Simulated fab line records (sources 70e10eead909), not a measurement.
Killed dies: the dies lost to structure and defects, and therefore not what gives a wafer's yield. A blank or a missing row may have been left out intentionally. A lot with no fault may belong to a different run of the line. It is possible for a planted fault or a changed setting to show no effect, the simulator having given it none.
One fault through the eyes of 3 desks :: flow nand_harc :: what lay behind the numbers comes last; until then each desk has only its own

## AT THE TOOL OWNER'S DESK: litho_track-01
The tool's own readings at NHARC_A_M0_DEVELOP_08 (develop time 35 s): means of the sampled wafers that have a number, for each lot that ran on this tool. The brackets show how far a lot's mean lies from the usual mean; more than 4 standard deviations puts the lot out of limits, marked OUT.
Columns: A = resist_line_temp_C at NHARC_A_M0_DEVELOP_08, usual 23.01 C
lot: L504
first seen here: day 24 06:00
A: 22.90

lot: L510
first seen here: day 27 07:00
A: 23.04
Result from this desk: across the 2 lots, nothing is out of limits.

## THE DEFECT DESK
Inspection counts along the route, by lot: the mean over sampled wafers that carry a number. The brackets show how far a lot's mean lies from the usual mean; more than 4 standard deviations puts the lot out of limits, marked OUT.
Columns: A = raw_defect_count at NHARC_A_BLC_INSPECT_28, usual 499; B = raw_defect_count at NHARC_A_M0_INSPECT_11, usual 87
lot: L501
first seen here: day 23 23:32
A: 392
B: 17

lot: L504
first seen here: day 24 06:03
A: 372
B: 31

lot: L510
first seen here: day 27 06:37
A: 432
B: 71

lot: L512
first seen here: day 27 17:36
A: 620
B: 67

lot: L519
first seen here: day 31 05:16
A: 667
B: 108
Result from this desk: across the 5 lots, nothing is out of limits.

## METROLOGY DESK
What the gauges read, lot by lot, whatever tool the lot ran on: means of the sampled wafers that have a number. The brackets show how far a lot's mean lies from the usual mean; more than 4 standard deviations puts the lot out of limits, marked OUT.
Columns: A = cd_nm at NHARC_A_M0_CD_MEAS_09, usual 80.2 nm; B = overlay_x_nm at NHARC_A_M0_OVL_MEAS_10, usual 0.3 nm; C = overlay_y_nm at NHARC_A_M0_OVL_MEAS_10, usual 0.1 nm; D = cd_nm at NHARC_A_M0_CD_MEAS_16, usual 80.1 nm
lot: L501
first seen here: day 24 00:26
A: 80.7
B: 0.2
C: -0.1
D: 80.2

lot: L504
first seen here: day 24 06:57
A: 80.2
B: 1.1
C: 0.2
D: 80.0

lot: L510
first seen here: day 27 07:32
A: 81.8
B: 2.0
C: 0.9
D: 82.1

lot: L512
first seen here: day 27 18:31
A: 79.9
B: -0.8
C: 0.3
D: 79.8

lot: L519
first seen here: day 31 06:02
A: 80.6
B: -0.3
C: 0.6
D: 80.8
Result from this desk: across the 5 lots, nothing is out of limits.

## ALL TOGETHER
Nothing out of limits was seen by the tool owner's desk.
The defect desk saw nothing out of limits.
Nothing out of limits was seen by the metrology desk.

## WHAT WAS PUT IN BY THE SIMULATOR
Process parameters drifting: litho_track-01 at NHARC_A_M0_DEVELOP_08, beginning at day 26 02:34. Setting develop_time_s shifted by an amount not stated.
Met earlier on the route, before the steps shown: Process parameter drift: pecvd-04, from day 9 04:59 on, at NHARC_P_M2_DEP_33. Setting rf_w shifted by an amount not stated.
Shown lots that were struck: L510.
